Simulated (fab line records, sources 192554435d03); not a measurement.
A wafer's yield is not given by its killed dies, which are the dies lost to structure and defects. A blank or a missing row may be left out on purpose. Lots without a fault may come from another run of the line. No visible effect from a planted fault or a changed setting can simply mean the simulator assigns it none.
One fault seen from 2 desks | flow n5-finfet | numbers are kept per desk, each desk with only its own; the story behind them comes last

== FOR THE TOOL OWNER'S DESK: rie-diel-02 ==
The tool's own readings at N5_MOL_CONTACT_COAG_ETCH_59 (etches underlayer in N2/H2, target depth 13 nm, time 10.4 s): means of the sampled wafers that have a number, for each lot that ran on this tool. Any lot whose mean is over 4 standard deviations away from the usual mean is out of limits and marked OUT; that distance is given in the brackets.
Columns: A = bias-w at N5_MOL_CONTACT_COAG_ETCH_59, usual 150.0 W; B = drypump-motor-current-A at N5_MOL_CONTACT_COAG_ETCH_59, usual 5.8 A; C = etch-rf-on-time-s at N5_MOL_CONTACT_COAG_ETCH_59, usual 10.37 s; D = oes-product-au at N5_MOL_CONTACT_COAG_ETCH_59, usual 0.63 a.u.; E = rf-vpp-V at N5_MOL_CONTACT_COAG_ETCH_59, usual 524.0 V; F = showerhead-plenum-p-Torr at N5_MOL_CONTACT_COAG_ETCH_59, usual 2.55 Torr; G = throttle-valve-pct at N5_MOL_CONTACT_COAG_ETCH_59, usual 17.9 %
lot  | first seen here | A     | B   | C                | D    | E     | F    | G
L374 | day 6 14:14     | 149.9 | 5.7 | 10.40            | 0.62 | 522.1 | 2.49 | 17.9
L383 | day 8 15:43     | 150.1 | 5.7 | 11.21            | 0.67 | 526.2 | 2.59 | 17.5
L384 | day 8 21:49     | 150.4 | 6.2 | 11.30            | 0.69 | 524.1 | 2.57 | 17.4
L386 | day 9 09:16     | 149.8 | 6.0 | 11.94 (+5.8) OUT | 0.56 | 521.9 | 2.45 | 17.7
This desk's finding: out of limits on L386; first on L386, day 9 09:16 (etch-rf-on-time-s at N5_MOL_CONTACT_COAG_ETCH_59). In limits: L374, L383, L384.

== THE METROLOGY DESK ==
Lot by lot, what the gauges showed, no matter which tool ran the lot: averages of those sampled wafers that carry a number. Any lot whose mean is over 4 standard deviations away from the usual mean is out of limits and marked OUT; that distance is given in the brackets. Shown here are 7 of its 12 readings, the ones lying furthest out on some lot.
Columns: A = GC_FILL_THK at N5_GATE_CUT_THK_MEAS_24, usual 219.9 nm; B = DIBL_P at N5_BEOL_M4_RC_MEAS_101, usual 36.4 mV/V; C = IOFF_N at N5_BEOL_M4_RC_MEAS_101, usual 0.16 nA/um; D = IOFF_P at N5_BEOL_M4_RC_MEAS_101, usual 0.22 nA/um; E = ION_P at N5_BEOL_M4_RC_MEAS_101, usual 463 uA/um; F = VT_N at N5_BEOL_M4_RC_MEAS_101, usual 250 mV; G = VT_P at N5_BEOL_M4_RC_MEAS_101, usual -250 mV
lot  | first seen here | A     | B    | C    | D    | E   | F   | G
L369 | day 5 07:58     | 219.2 | 36.3 | 0.14 | 0.18 | 456 | 251 | -254
L370 | day 5 14:26     | 218.1 | 35.5 | 0.15 | 0.20 | 462 | 253 | -251
L373 | day 6 03:58     | 219.6 | 35.6 | 0.15 | 0.20 | 458 | 251 | -250
L374 | day 6 12:55     | 218.9 | 39.2 | 0.19 | 0.27 | 476 | 248 | -247
L383 | day 8 14:31     | 220.3 | 35.3 | 0.15 | 0.22 | 469 | 250 | -248
L384 | day 8 20:17     | 219.9 | 35.5 | 0.17 | 0.22 | 466 | 248 | -248
L386 | day 9 08:05     | 223.6 | 32.5 | 0.10 | 0.13 | 446 | 256 | -258
L387 | day 9 16:32     | 217.5 | 37.1 | 0.19 | 0.26 | 471 | 245 | -245
L389 | day 10 01:19    | 220.2 | 37.8 | 0.17 | 0.19 | 458 | 250 | -252
L390 | day 10 06:50    | 221.7 | 35.5 | 0.16 | 0.22 | 461 | 250 | -250
This desk found nothing out of limits on any of the 10 lots.

== ALL TOGETHER ==
The tool owner's desk could have raised an alarm at day 9 09:16, on L386.
Metrology desk: nothing out of limits seen.
The metrology desk holds a record of L386, inside its limits.
All the named lots went through N5_MOL_CONTACT_COAG_ETCH_59 on rie-diel-02.

== WHAT THE SIMULATOR HAD INSERTED ==
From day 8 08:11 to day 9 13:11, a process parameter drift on rie-diel-02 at N5_MOL_CONTACT_COAG_ETCH_59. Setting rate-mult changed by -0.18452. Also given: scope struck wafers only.
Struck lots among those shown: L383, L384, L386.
How many hours passed from the start of the fault until each desk's first out-of-limits reading: the tool owner's desk, 25.
